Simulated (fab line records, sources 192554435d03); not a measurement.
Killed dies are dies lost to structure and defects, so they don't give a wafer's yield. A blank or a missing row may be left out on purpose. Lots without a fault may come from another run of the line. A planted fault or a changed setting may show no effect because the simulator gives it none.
Split-lot experiment | flow n5_finfet | 7 lots, 21 wafers read, on a route of 1938 steps

THE SPLIT
At N5_BEOL_M3_ETCH_70 (etches SOC in N2/H2, target depth 80 nm, overetch 16 nm, time 120 s), the setting source_w was moved away from the recipe's 840 W on 8 of the 21 wafers read, by -17.7% to +11.6%. The other wafers ran this setting at the recipe's value.

The reading is taken at the split's own step.

THE READING
rf_vpp_V, in V, at N5_BEOL_M3_ETCH_70 (etches SOC in N2/H2, target depth 80 nm, overetch 16 nm, time 120 s). Fault-free wafers of this fab line usually give 523.2 V, standard deviation 2 V.

wafer  | tool, chamber at the split | source_w as run, W | against the recipe | rf_vpp_V, V | against lot-mates on the recipe
L076.4 | rie_diel-04, 1             | 937.6              | +11.6%             | 505.6       | -18.1
L076.5 | rie_diel-04, 1             | 840                | recipe             | 524.2       | -
L076.6 | rie_diel-04, 0             | 840                | recipe             | 523.3       | -
L075.1 | rie_diel-02, 3             | 908.2              | +8.1%              | 509.0       | -14.7
L075.3 | rie_diel-02, 0             | 840                | recipe             | 524.1       | -
L075.6 | rie_diel-02, 1             | 840                | recipe             | 523.2       | -
L078.2 | rie_diel-02, 2             | 840                | recipe             | 522.9       | -
L078.3 | rie_diel-02, 3             | 691.5              | -17.7%             | 554.7       | +31.4
L078.5 | rie_diel-02, 0             | 840                | recipe             | 523.8       | -
L082.1 | rie_diel-04, 1             | 840                | recipe             | 523.0       | -
L082.3 | rie_diel-04, 0             | 840                | recipe             | 522.0       | -
L082.4 | rie_diel-04, 3             | 840                | recipe             | 527.2       | -
L083.2 | rie_diel-04, 3             | 702                | -16.4%             | 557.9       | +31.9
L083.4 | rie_diel-04, 2             | 840                | recipe             | 526.0       | -
L083.6 | rie_diel-04, 0             | 702                | -16.4%             | 554.4       | +28.4
L087.3 | rie_diel-02, 1             | 840                | recipe             | 521.0       | -
L087.5 | rie_diel-02, 2             | 701.9              | -16.4%             | 554.2       | +33.2
L087.6 | rie_diel-02, 1             | 701.9              | -16.4%             | 553.8       | +32.8
L089.2 | rie_diel-06, 3             | 770.3              | -8.3%              | 536.7       | +13.0
L089.3 | rie_diel-06, 2             | 840                | recipe             | 524.9       | -
L089.6 | rie_diel-06, 0             | 840                | recipe             | 522.6       | -

THE FIT
A straight line over all 21 wafers: rf_vpp_V changes by -1.82 V for each +1% of source_w; r = -0.99; the points scatter about the line by 1.9 V.
The same after taking each lot's own level away (the mean of its wafers on the recipe; 21 wafers): -1.83 V for each +1%; r = -0.99; scatter 1.7 V.
On that fit, the largest move of source_w shifts the reading by 32 V.
The lots' own levels span 521.00 to 526.00 V, that is 2.5 times the standard deviation above.
So the lot-to-lot level changes the slope little: the two slopes agree.
Check: with one of the wafers moved furthest among these (-17.7%) left out of the fit, the line predicts +33 V for it against its lot-mates. It came out at +31.4 V against them.
Tool readings at the split's step, against how far the setting was moved: rf_vpp_V r = -0.99.

OTHER SPLITS ON THESE WAFERS
These wafers also went through other splits before the reading. Each is held against what the fit with the lots' levels taken away leaves over:
other split on the same wafers   | wafers away from the commonest value | r with rf_vpp_V (lot level and that fit taken away)
N5_BEOL_M2_TRENCH_ETCH_37 time_s | 8                                    | -0.10
N5_BEOL_M2_ALD_84 ald_cycles     | 7                                    | +0.52

THE FILE'S OWN FIT
rf_vpp_V changes by -1.81 V for each +1% of source_w, r = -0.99.
